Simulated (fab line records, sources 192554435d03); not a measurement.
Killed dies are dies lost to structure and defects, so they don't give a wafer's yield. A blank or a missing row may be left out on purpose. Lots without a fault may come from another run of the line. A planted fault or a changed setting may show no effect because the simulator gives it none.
fab line records | flow n5_finfet
record lots=5 wafers=15 last_day=15
route steps=1938 shown MOL_CONTACT_COAG@617 BEOL_M0_SAQP@632 BEOL_M4@1111 PASSIVATION@1936
lots that met no fault: from a run of the same line without faults
start_h: hours from the record's first day to the start of the lot's first wafer shown | wait_h: hours since the lot's step before | " the same as in the row above | L1.1+2: a row that stands for several wafers | - no value, or no start given | * or withheld: withheld | < > ~ a bound
route shown NAME@n: a module of which the file shows steps, and the number in the route of the first | usual: mean/standard deviation of fault-free wafers | same: alike in all rows | chamber/n: place in a boat | sites: the reading at each site | _std_site: their standard deviation | _edge_site: outer sites' mean less inner sites' | radius_mm: how far each site lies from the wafer's centre | mask NAME#n: copy n | behind: the tool/chamber that last shaped the wafer | hold: why the lot was held/for how many hours/how that ended | device: the transistor (n, p or np) that didn't switch | end of line: the same wafers' tests at the end of the route | a step without rows: its recipe alone | killed: dies lost to structure and defects at the first sort, not the wafer's yield | map: a wafer's dies, x killed, . not, _ none there
set.NAME: the setting as run; set.NAME@STEP: as run at that earlier step | model.NAME: the simulator's own value behind a step, which no gauge read
lots at some steps of the route; a table a step, a row a wafer
## steps
# step N5_MOL_CONTACT_COAG_ETCH_48
# recipe chemistry=C4F6/O2 target_depth_a=150 overetch_a=45 mask_material=SOC target=SiOC bias_w=465 pressure_mtorr=10 time_s=17 source_w=335 Ar_flow_sccm=300 C4F6_flow_sccm=10 O2_flow_sccm=10 ion_energy_ev=576
# step N5_MOL_CONTACT_COAG_STRIP_72
# recipe chemistry=N2/H2 power_w=450 temp_c=40 pressure_mtorr=20 rf_frequency_hz=6e+07 overash_fraction=3 bias_power_w=7 h2_frac=0.5 n2_flow_sccm=200 h2_flow_sccm=200
# step N5_MOL_CONTACT_COAG_STRIP_49
# recipe chemistry=N2/H2 time_s=30 power_w=1000 temp_c=250 pressure_mtorr=withheld n2_flow_sccm=1750 h2_flow_sccm=3250
# step N5_MOL_CONTACT_COAG_PRECLEAN_138
# recipe chemistry=alkaline_clean temp_c=60 time_s=60 do_ppb=50
# step N5_MOL_CONTACT_COAG_SRD_139
# recipe dry=ipa_marangoni time_s=30 temp_c=23 rinse_liquid=diw
# step N5_MOL_CONTACT_COAG_PRE_CLEAN_121
# recipe gas=H2/He time_s=* temp_c=withheld
# step N5_MOL_CONTACT_COAG_CVD_140
# recipe material=W target_thk_a=665 mode=selective_fill temp_c=300 time_s=215
# step N5_MOL_CONTACT_COAG_PRECLEAN_127
# recipe chemistry=DIW time_s=57.5 temp_c=23
# step N5_MOL_CONTACT_COAG_SRD_128
# recipe dry_time_s=32 dry=n2_spin spin_rpm=1500
# step N5_MOL_CONTACT_COAG_CMP_52
# recipe stop_on=SiO2 t_overpolish_s=1.5 post_cmp_clean=w_dilute_nh4oh down_force_psi=4 platen_rpm=50.289 pad_velocity_m_s=1.0006 target_thk_nm=66.5
# step N5_MOL_CONTACT_COAG_ANNEAL_112
# recipe temp_c=400 time_s=1800 ambient=HPD2 pressure_atm=10
# usual spike_tc_bottom_C=426.4/0.9 spike_tc_centre_C=400.0/0.93 spike_tc_lower_C=400.0/1.1 spike_tc_top_C=432.5/0.94 spike_tc_upper_C=399.5/0.98 wafer_temp_C_max=402.0/0.4 zone_power_bottom_pct=12.72/0.12 zone_power_centre_pct=9.38/0.098 zone_power_lower_pct=9.30/0.089 zone_power_top_pct=22.29/0.21 zone_power_upper_pct=6.81/0.069
# columns lot.wafer tool chamber start_h wait_h spike_tc_bottom_C spike_tc_centre_C spike_tc_lower_C spike_tc_top_C spike_tc_upper_C wafer_temp_C_max zone_power_bottom_pct zone_power_centre_pct zone_power_lower_pct zone_power_top_pct zone_power_upper_pct
L605.3 hp_anneal-01 0 114.11 0.0 426.2 398.5 399.7 432.9 398.2 402.5 12.62 9.42 9.30 22.32 6.77
L605.4 " 0 " " 426.5 399.7 401.0 432.2 399.2 401.9 12.67 9.33 9.17 22.33 6.88
L605.6 " 0 " " 427.3 399.4 400.3 432.3 400.1 402.1 12.81 9.28 9.29 22.48 6.71
L611.4 hp_anneal-01 0 145.53 0.0 426.5 399.8 400.3 432.2 400.5 402.7 12.52 9.41 9.38 22.38 6.76
L611.5 " 0 " " 426.2 399.8 399.1 432.5 399.0 401.8 12.75 9.52 9.26 22.70 6.74
L611.6 " 0 " " 428.1 400.1 400.7 433.0 400.4 402.4 12.74 9.51 9.25 22.63 6.80
L615.1 hp_anneal-01 0 170.83 0.0 390.0 363.7 363.0 396.3 361.6 364.5 11.19 8.29 8.14 19.72 5.97
L615.3 " 0 " " 388.7 365.7 362.0 399.6 362.1 365.8 11.10 8.37 8.23 19.84 6.06
L615.4 " 0 " " 388.3 363.5 363.4 397.3 362.8 365.0 11.05 8.24 8.15 19.62 5.96
L616.1 hp_anneal-01 0 174.56 0.0 390.2 362.8 363.2 396.7 361.4 365.1 11.01 8.22 8.08 19.69 6.03
L616.2 " 0 " " 388.4 362.2 362.2 396.6 362.2 364.8 11.18 8.33 8.24 19.63 6.06
L616.6 " 0 " " 390.1 364.6 362.3 396.2 361.6 365.3 11.11 8.22 8.20 19.73 5.99
L617.2 hp_anneal-01 0 177.83 0.0 388.7 363.0 363.4 396.6 360.5 365.0 11.16 8.31 8.22 19.64 5.90
L617.3 " 0 " " 389.8 363.4 363.1 396.9 361.8 364.8 11.09 8.34 8.11 19.76 6.02
L617.6 " 0 " " 389.6 362.1 361.5 396.5 360.9 364.9 11.18 8.35 8.17 19.79 6.06
# step N5_BEOL_M0_SAQP_PECVD_00
# recipe material=SiCN target_thk_a=80 temp_c=withheld precursor=3MS/NH3 pressure_torr=3 rf_w=202 time_s=14
# step N5_BEOL_M0_SAQP_ILD_DEP_01
# recipe material=SiOC target_thk_a=454.19 temp_c=350 precursor=DEMS/O2 pressure_torr=5 rf_w=500 time_s=8.7
# step N5_BEOL_M0_SAQP_HM_DEP_02
# recipe material=TiN target_thk_a=120 temp_c=25 chamber_pressure_pa=0.49996
# step N5_BEOL_M0_SAQP_PECVD_03
# recipe material=SiCN target_thk_a=120 temp_c=withheld precursor=3MS/NH3 pressure_torr=3 rf_w=202 time_s=21.1
# step N5_BEOL_M0_SAQP_PECVD_96
# recipe material=a-Si target_thk_a=450 temp_c=350 precursor=SiH4/He pressure_torr=3 rf_w=100 time_s=45.2
# step N5_BEOL_M0_SAQP_PECVD_97
# recipe material=SiNx target_thk_a=230 temp_c=350 precursor=SiH4/NH3/N2 pressure_torr=1.5 rf_w=300 time_s=19.9
# step N5_BEOL_M0_SAQP_PECVD_04
# recipe material=a-Si target_thk_a=600 temp_c=350 precursor=SiH4/He pressure_torr=3 rf_w=100 time_s=60.2
# step N5_BEOL_M0_SAQP_HM_DEP_111
# recipe material=SiO2 target_thk_a=120 temp_c=400 precursor=SiH4/N2O pressure_torr=0.75 rf_w=275 time_s=7.2
# step N5_BEOL_M0_SAQP_COAT_81
# recipe resist=SOC temp_c=250 time_s=60 spin_rpm=1500 resist_thk_nm=100
# step N5_BEOL_M0_SAQP_COAT_82
# recipe resist=SiARC temp_c=220 time_s=60 spin_rpm=1500 resist_thk_nm=30
# step N5_BEOL_M0_SAQP_COAT_08
# recipe resist=CAR-ArF spin_rpm=1500 resist_thk_nm=90
# step N5_BEOL_M0_SAQP_EBR_10
# recipe solvent=PGMEA ebr_width_mm=1.5
# step N5_BEOL_M0_SAQP_SOFTBAKE_09
# recipe temp_c=110 time_s=60 resist=CAR-ArF
# step N5_BEOL_M0_SAQP_EXPOSE_11
# recipe mask_id=M0_CORE na=1.35 source_shape=dipole sigma_inner=0.538 sigma_outer=0.738 polarization=te target_cd_nm=42 dose_mj=55
# step N5_BEOL_M0_SAQP_PEB_12
# recipe peb_temp_c=withheld peb_time_s=60 resist=CAR-ArF
# step N5_BEOL_M0_SAQP_DEVELOP_13
# recipe develop_time_s=30 developer=TMAH resist=CAR-ArF dev_temp_c=23 rinse_liquid=diw dry=air_spin
# step N5_BEOL_M0_SAQP_DESCUM_19
# recipe chemistry=O2 time_s=7.9 source_power_w=50 bias_power_w=20 pressure_mtorr=20 rf_frequency_hz=2.712e+07 temp_c=40 resist=CAR-ArF o2_flow_sccm=225
# step N5_BEOL_M0_SAQP_ETCH_83
# recipe chemistry=CF4 target=SiARC target_depth_a=390 mask_material=CAR-ArF time_s=65 ion_energy_ev=80 pressure_mtorr=40 source_w=545 bias_w=36 Ar_flow_sccm=100 cf4_flow_sccm=100 ends=cleared
# step N5_BEOL_M0_SAQP_ETCH_84
# recipe chemistry=N2/H2 target=SOC target_depth_a=1000 overetch_a=200 mask_material=SiARC temp_c=40 time_s=150 ion_energy_ev=200 pressure_mtorr=30 source_w=840 bias_w=150 n2_flow_sccm=200 h2_flow_sccm=200
# step N5_BEOL_M0_SAQP_STRIP_80
# recipe chemistry=N2/H2 temp_c=40 n2_flow_sccm=200 h2_flow_sccm=200 rf_frequency_hz=6e+07
# step N5_BEOL_M0_SAQP_HM_OPEN_112
# recipe chemistry=CHF3/O2 target=SiO2 stop_on=a-Si target_depth_a=120 over_etch_frac=1.25 mask_material=SOC time_s=13.5 pressure_mtorr=30 source_w=650 bias_w=170 Ar_flow_sccm=200 CHF3_flow_sccm=50 O2_flow_sccm=5 ion_energy_ev=200 ends=end_point
# step N5_BEOL_M0_SAQP_STRIP_113
# recipe chemistry=CHF3/O2 resist=SiARC rf_frequency_hz=6e+07
# step N5_BEOL_M0_SAQP_MANDREL_ETCH_20
# recipe target_depth_a=600 chemistry=HBr/Cl2 target=a-Si stop_on=SiNx bt_time_s=10 mask_material=SOC over_etch_frac=0.5 time_s=30 pressure_mtorr=10 icp_w=800 bias_w=75 HBr_flow_sccm=150 Cl2_flow_sccm=80 ends=end_point
# step N5_BEOL_M4_RC_MEAS_101
# usual DIBL_N=36.5/1.4 DIBL_P=36.6/1.6 IOFF_N=0.160/0.024 IOFF_N_LONG=5.55e-05/2.3e-06 IOFF_P=0.217/0.029 ION_N=674/8.7 ION_P=464/6.5 SS_N=71.6/0.47 SS_P=73.4/0.57 VT_N=250.0/2.5 VT_N_LONG=275.0/1.9 VT_N_LVT=99.0/2.8 VT_P=-250/3.1 VT_P_LONG=-275.0/2.9 VT_P_LVT=-98.6/2.7
# columns lot.wafer tool chamber start_h wait_h DIBL_N[mV/V] DIBL_P[mV/V] IOFF_N[nA/um] IOFF_N_LONG[nA/um] IOFF_P[nA/um] ION_N[uA/um] ION_P[uA/um] SS_N[mV/dec] SS_P[mV/dec] VT_N[mV] VT_N_LONG[mV] VT_N_LVT[mV] VT_P[mV] VT_P_LONG[mV] VT_P_LVT[mV]
L605.3 prober-02 0 174.38 0.3 33.7 35.3 0.136 5.43e-05 0.191 658 461 71.6 73.3 250.9 277.1 102.9 -249 -274.7 -100.9
L605.4 " 0 " " 35.1 36.5 0.151 5.47e-05 0.205 681 473 72.4 73.4 251.0 275.3 100.2 -249 -273.0 -100.5
L605.6 " 0 " " 32.8 33.8 0.116 5.45e-05 0.167 668 465 71.3 72.4 256.0 274.8 104.4 -254 -274.4 -102.0
L611.4 prober-01 0 216.48 0.5 38.5 37.2 0.182 5.8e-05 0.244 677 469 72.0 73.7 246.1 271.4 95.1 -248 -274.8 -94.8
L611.5 " 0 " " 38.2 38.1 0.179 5.67e-05 0.262 672 468 72.0 73.8 250.8 276.1 95.9 -248 -271.1 -94.7
L611.6 " 0 " " 34.9 32.6 0.116 5.84e-05 0.173 658 464 71.0 72.9 254.1 272.4 102.3 -251 -274.5 -98.4
L615.1 prober-02 0 241.98 0.0 39.1 39.7 0.169 6.24e-05 0.178 650 419 73.8 78.1 256.1 281.6 104.7 -269 -296.4 -116.7
L615.3 " 0 " " 39.1 39.2 0.170 6.16e-05 0.167 642 416 74.6 77.8 258.6 282.2 104.6 -269 -298.7 -117.5
L615.4 " 0 " " 39.9 40.3 0.190 6.17e-05 0.189 650 421 73.6 77.5 254.5 282.8 101.0 -268 -295.8 -114.4
L616.1 prober-01 0 243.84 0.0 37.9 37.8 0.161 6.61e-05 0.206 647 429 73.2 76.5 257.0 282.4 106.9 -262 -294.0 -112.5
L616.2 " 0 " " 37.2 37.1 0.153 6.54e-05 0.194 657 437 73.0 77.3 256.3 285.0 105.8 -265 -290.0 -112.9
L616.6 " 0 " " 36.6 36.2 0.139 6.67e-05 0.176 653 431 73.4 76.2 258.4 283.4 107.6 -264 -291.4 -114.5
L617.2 prober-01 0 257.61 0.2 36.3 37.0 0.128 6.23e-05 0.151 644 426 73.9 77.0 260.9 284.8 109.8 -271 -293.4 -119.5
L617.3 " 0 " " 35.1 34.0 0.111 6.27e-05 0.128 632 415 72.8 76.5 263.2 285.5 113.3 -272 -296.2 -121.4
L617.6 " 0 " " 35.4 35.5 0.117 6.3e-05 0.134 643 418 73.2 77.1 262.3 283.8 111.2 -271 -294.8 -120.9
# step N5_PASSIVATION_PROBE_49
# usual defect_limited_yield=91.2/1.4 killed_at_M0_to_M3=34/9.4 killed_at_M4_up=13/5.8 killed_at_contacts=13/6.4 killed_at_front_end=41/11 killed_at_other=3.1/2.3 killed_dies=103/16 killed_open=69/12 killed_short=33/7.8 sort_bin_5_function=5.1/0.91 sort_bin_6_memory=3.3/0.63 sort_bin_8_speed=0/0 sort_n_pass=1077/16 sort_yield_pct=91.2/1.4
# same gross_dies=1180 killed_at_back_side=0 sort_bin_4_leakage[%]=0
# columns lot.wafer tool chamber start_h wait_h defect_limited_yield[%] killed_at_M0_to_M3 killed_at_M4_up killed_at_contacts killed_at_front_end killed_at_other killed_dies killed_open killed_short sort_bin_5_function[%] sort_bin_6_memory[%] sort_bin_8_speed[%] sort_n_pass sort_yield_pct[%]
L605.3 prober-01 - 283.54 0.1 92.7 38 10 7 30 1 86 63 23 4.5 2.4 0 1094 92.7
L605.4 prober-01 - 283.59 0.2 90.1 48 16 10 41 2 117 81 36 5.3 4.4 0 1063 90.1
L605.6 prober-01 - 283.69 0.3 89.9 59 10 10 38 2 119 77 40 6.1 3.6 0 1061 89.9
L611.4 prober-01 - 314.08 0.2 92.0 34 13 8 38 1 94 65 29 4.5 3.2 0 1086 92.0
L611.5 prober-01 - 314.13 0.2 91.6 34 10 8 46 1 99 67 31 5.2 2.9 0 1081 91.6
L611.6 prober-01 - 314.18 0.3 92.7 29 13 1 40 3 86 57 29 3.6 3.3 0 1094 92.7
L616.1 prober-02 - 342.81 0.0 92.4 37 7 6 35 5 90 53 37 4.1 3.3 22.80 821 69.6
L616.2 prober-02 - 342.86 0.1 90.7 38 11 16 39 6 110 71 39 5.4 3.6 1.19 1056 89.5
L616.6 prober-02 - 343.06 0.3 91.2 36 26 11 31 0 104 81 21 5.2 3.5 19.58 845 71.6
L615.1 prober-01 - 343.41 0.0 92.0 26 8 11 49 0 94 62 32 4.6 2.9 60.17 376 31.9
L615.3 prober-01 - 343.51 0.1 92.6 26 16 4 38 3 87 53 31 4.4 2.4 84.83 92 7.8
L615.4 prober-01 - 343.56 0.2 91.5 35 19 11 34 1 100 68 32 5.3 3.1 60.51 366 31.0
L617.2 prober-02 - 365.05 0.1 92.1 17 22 18 33 3 93 61 31 4.4 3.1 46.44 539 45.7
L617.3 prober-02 - 365.10 0.1 90.4 29 31 16 33 4 113 74 38 5.8 3.3 85.42 59 5.0
L617.6 prober-02 - 365.25 0.3 92.8 27 8 18 30 2 85 63 22 3.5 3.6 73.22 231 19.6
# killed by level:class
L605.3 FIN_SAQP:geometric_particle:open=12 BEOL_M1:geometric_particle:open=9 BEOL_M0_SAQP:geometric_particle:open=6 BEOL_M3:geometric_particle:open=6 BEOL_M2:geometric_particle:open=5 BEOL_M8:geometric_particle:open=5 MOL_CONTACT_COAG:geometric_particle:open=4 FIN_SAQP:geometric_particle:short=3
L605.4 FIN_SAQP:geometric_particle:short=14 BEOL_M2:geometric_particle:open=12 BEOL_M1:geometric_particle:open=10 BEOL_M3:geometric_particle:open=9 BEOL_M4:geometric_particle:open=9 MOL_CONTACT_COAG:geometric_particle:open=8 FIN_SAQP:geometric_particle:open=7 BEOL_M2:geometric_particle:short=7
L605.6 BEOL_M2:geometric_particle:open=12 BEOL_M0_SAQP:geometric_particle:short=11 BEOL_M3:geometric_particle:open=11 STI_FIN_REVEAL:geometric_particle:open=10 BEOL_M1:geometric_particle:open=9 MOL_CONTACT_COAG:geometric_particle:open=8 FIN_SAQP:geometric_particle:short=7 BEOL_M3:geometric_particle:short=6
L611.4 STI_FIN_REVEAL:geometric_particle:open=18 BEOL_M0_SAQP:geometric_particle:short=11 BEOL_M4:geometric_particle:open=9 MOL_CONTACT_COAG:geometric_particle:open=7 BEOL_M0_SAQP:geometric_particle:open=7 DUMMY_GATE:geometric_particle:open=5 BEOL_M1:geometric_particle:open=5 BEOL_M3:geometric_particle:open=5
L611.5 STI_FIN_REVEAL:geometric_particle:open=25 BEOL_M0_SAQP:geometric_particle:open=12 BEOL_M0_SAQP:geometric_particle:short=10 MOL_CONTACT_COAG:geometric_particle:open=7 STI_FIN_REVEAL:geometric_particle:short=6 ILD0:geometric_particle:short=4 BEOL_M3:geometric_particle:open=4 BEOL_M1:geometric_particle:open=3
L611.6 STI_FIN_REVEAL:geometric_particle:open=12 BEOL_M3:geometric_particle:open=11 BEOL_M1:geometric_particle:open=7 STI_FIN_REVEAL:geometric_particle:short=6 DUMMY_GATE:geometric_particle:open=5 BEOL_M0_SAQP:geometric_particle:short=4 BEOL_M4:geometric_particle:open=4 FIN_SAQP:geometric_particle:short=3
L616.1 BEOL_M0_SAQP:geometric_particle:short=13 BEOL_M2:geometric_particle:open=8 STI_FIN_REVEAL:geometric_particle:open=7 STARTING-WAFER:geometric_particle:short=7 MOL_CONTACT_COAG:geometric_particle:open=6 DUMMY_GATE:geometric_particle:open=5 BEOL_M0:geometric_particle:open=5 GATE_CUT:geometric_particle:short=4
L616.2 MOL_CONTACT_COAG:geometric_particle:open=13 BEOL_M0_SAQP:geometric_particle:open=11 STI_FIN_REVEAL:geometric_particle:open=10 BEOL_M0_SAQP:geometric_particle:short=10 BEOL_M2:geometric_particle:open=7 DUMMY_GATE:geometric_particle:open=5 BEOL_M2:geometric_particle:short=5 BEOL_M4:geometric_particle:open=5
L616.6 BEOL_M4:geometric_particle:open=13 BEOL_M2:geometric_particle:open=11 STI_FIN_REVEAL:geometric_particle:open=8 MOL_CONTACT_COAG:geometric_particle:open=8 BEOL_M0_SAQP:geometric_particle:open=6 BEOL_M0_SAQP:geometric_particle:short=6 FIN_SAQP:geometric_particle:open=5 GATE_CUT:geometric_particle:open=5
L615.1 BEOL_M2:geometric_particle:open=13 STI_FIN_REVEAL:geometric_particle:open=12 FIN_SAQP:geometric_particle:short=11 MOL_CONTACT_COAG:geometric_particle:open=10 GATE_CUT:geometric_particle:open=5 BEOL_M0_SAQP:geometric_particle:short=5 DUMMY_GATE:geometric_particle:open=4 STARTING-WAFER:geometric_particle:short=4
L615.3 FIN_SAQP:geometric_particle:short=12 FIN_SAQP:geometric_particle:open=6 STI_FIN_REVEAL:geometric_particle:open=6 BEOL_M0_SAQP:geometric_particle:short=6 BEOL_M4:geometric_particle:open=6 BEOL_M2:geometric_particle:open=5 BEOL_M0_SAQP:geometric_particle:open=4 BEOL_M3:geometric_particle:short=4
L615.4 STI_FIN_REVEAL:geometric_particle:open=13 BEOL_M0_SAQP:geometric_particle:short=12 BEOL_M4:geometric_particle:open=10 MOL_CONTACT_COAG:geometric_particle:open=9 BEOL_M0_SAQP:geometric_particle:open=6 DUMMY_GATE:geometric_particle:open=6 BEOL_M2:geometric_particle:open=6 FIN_SAQP:geometric_particle:short=5
L617.2 MOL_CONTACT_COAG:geometric_particle:open=14 FIN_SAQP:geometric_particle:short=10 BEOL_M4:geometric_particle:open=7 BEOL_M1:geometric_particle:open=6 BEOL_M0_SAQP:geometric_particle:short=5 STI_FIN_REVEAL:geometric_particle:open=5 FIN_SAQP:geometric_particle:open=4 MOL_CONTACT_COAG:geometric_particle:short=4
L617.3 BEOL_M4:geometric_particle:open=13 MOL_CONTACT_COAG:geometric_particle:open=12 BEOL_M0_SAQP:geometric_particle:short=10 DUMMY_GATE:geometric_particle:open=7 BEOL_M0_SAQP:geometric_particle:open=7 BEOL_M4:geometric_particle:short=6 STI_FIN_REVEAL:geometric_particle:open=5 FIN_SAQP:geometric_particle:open=4
L617.6 MOL_CONTACT_COAG:geometric_particle:open=16 STARTING-WAFER:geometric_particle:open=9 STI_FIN_REVEAL:geometric_particle:open=7 BEOL_M0_SAQP:geometric_particle:open=5 BEOL_M1:geometric_particle:short=5 BEOL_M3:geometric_particle:open=5 GATE_CUT:geometric_particle:short=4 BEOL_M1:geometric_particle:open=4
# map L615.4 (x killed, . not)
_________________.......x....________________
______________................x._____________
___________...................x....__________
__________.....x..........x........._________
________..........x...x..............._______
_______.............x..........x..x..x.______
______....x........xx.x...x...x......x.._____
_____.....x....x...x.............x.....x.____
____...........x.............x....x......x___
___x.......................x..........x....__
___.......xx........x....x.................__
__......x..x.........x..................x..x_
__........x..............x..xx..x.........xx_
_....xx...x......x...x..x....................
_...............x.....................x......
_..............x.............................
_...x.......................x..x............x
_...............................x..........x.
_....................xx..............x.....x.
_...................................x..xx..xx
_......................x...................x.
__................x...........xx..x..x..x..._
__...x................x....................._
___.....................................x..__
___.........x............x....xx.....x.....__
____x......x...........................xx.___
_____.......................x............____
______.................x................_____
_______...............................x______
________..x..........................._______
__________.x..x....................._________
___________....x...................__________
______________..........x......x_____________
_________________......x.....________________
# map L616.2 (x killed, . not)
_________________............________________
______________..xx...........x.._____________
___________x.x.x..........x........__________
__________.x...x.......x.......x.x.._________
________........x.....x.......x......._______
_______.....x.............x............______
______........x..x....................x._____
_____x..........x..........x.............____
____x...............x..x....x.............___
___..x.............x...x...................__
___x......................x............x.x.__
__........x...........x...x................._
__.x.......x.....................x.....x...._
_x...x.x...x............x......x........x....
_..................x.x...x...................
_.....................x.xx........x..........
_............................................
_...................x...................x....
_...x....x..x.x.........x...............x....
_.....x.x..x...x.........x...............x...
_.........................x..........x.......
__.....x............x......................._
__.......x..x....................x.x..x....x_
___......x.......x......x......x.......x...__
___...........................xx..x........__
____..x.....x..x.........................x___
_____.x.................................x____
______.........x...x...................._____
_______.x..x..............x............______
________........................x....._______
__________....x...............x.x..._________
___________.x.x....................__________
______________....x..x......x..x_____________
_________________.x.........x________________
## key
first_sign step=N5_MOL_CONTACT_COAG_ANNEAL_112 reading=wafer_temp_C_max direction=down sigmas=92 usual=* struck=*
effect step=N5_MOL_CONTACT_COAG_ANNEAL_112 reading=spike_tc_bottom_C direction=down sigmas=41 usual=426.4 struck=389.3
effect step=N5_BEOL_M4_RC_MEAS_101 reading=VT_P_LONG direction=down sigmas=6.8 usual=-275.0 struck=-294.5
effect step=N5_BEOL_M4_RC_MEAS_101 reading=VT_P_LVT direction=down sigmas=6.6 usual=-98.6 struck=-116.7
effect step=N5_BEOL_M4_RC_MEAS_101 reading=SS_P direction=up sigmas=6.6 usual=73.4 struck=77.1
effect step=N5_BEOL_M4_RC_MEAS_101 reading=ION_P direction=down sigmas=6.2 usual=464 struck=423
effect step=N5_BEOL_M4_RC_MEAS_101 reading=VT_P direction=down sigmas=5.8 usual=-250 struck=-268
effect step=N5_BEOL_M4_RC_MEAS_101 reading=VT_N_LONG direction=up sigmas=4.6 usual=275.0 struck=283.5
effect step=N5_BEOL_M4_RC_MEAS_101 reading=SS_N direction=up sigmas=4 usual=71.6 struck=73.5
effect step=N5_BEOL_M4_RC_MEAS_101 reading=IOFF_N_LONG direction=up sigmas=3.6 usual=5.55e-05 struck=6.36e-05
effect step=N5_BEOL_M4_RC_MEAS_101 reading=VT_N direction=up sigmas=3.4 usual=250.0 struck=258.6
effect step=N5_BEOL_M4_RC_MEAS_101 reading=ION_N direction=down sigmas=3.2 usual=674 struck=646
effect step=N5_BEOL_M4_RC_MEAS_101 reading=VT_N_LVT direction=up sigmas=2.9 usual=99.0 struck=107.2
effect step=N5_BEOL_M4_RC_MEAS_101 reading=IOFF_P direction=down sigmas=1.7 usual=0.217 struck=0.169
effect step=N5_PASSIVATION_PROBE_49 reading=sort_bin_8_speed direction=up sigmas=99+ usual=0 struck=50.46
met_at N5_MOL_CONTACT_COAG_ANNEAL_112
struck_wafers L615.1,L615.3,L615.4,L616.1,L616.2,L616.6,L617.2,L617.3,L617.6
fault kind=process_parameter_drift tool=hp_anneal-01 chamber=- onset_h=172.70 steps=N5_MOL_CONTACT_COAG_ANNEAL_112 channel=temp_c offset=* shape=step end_h=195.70 stated=*
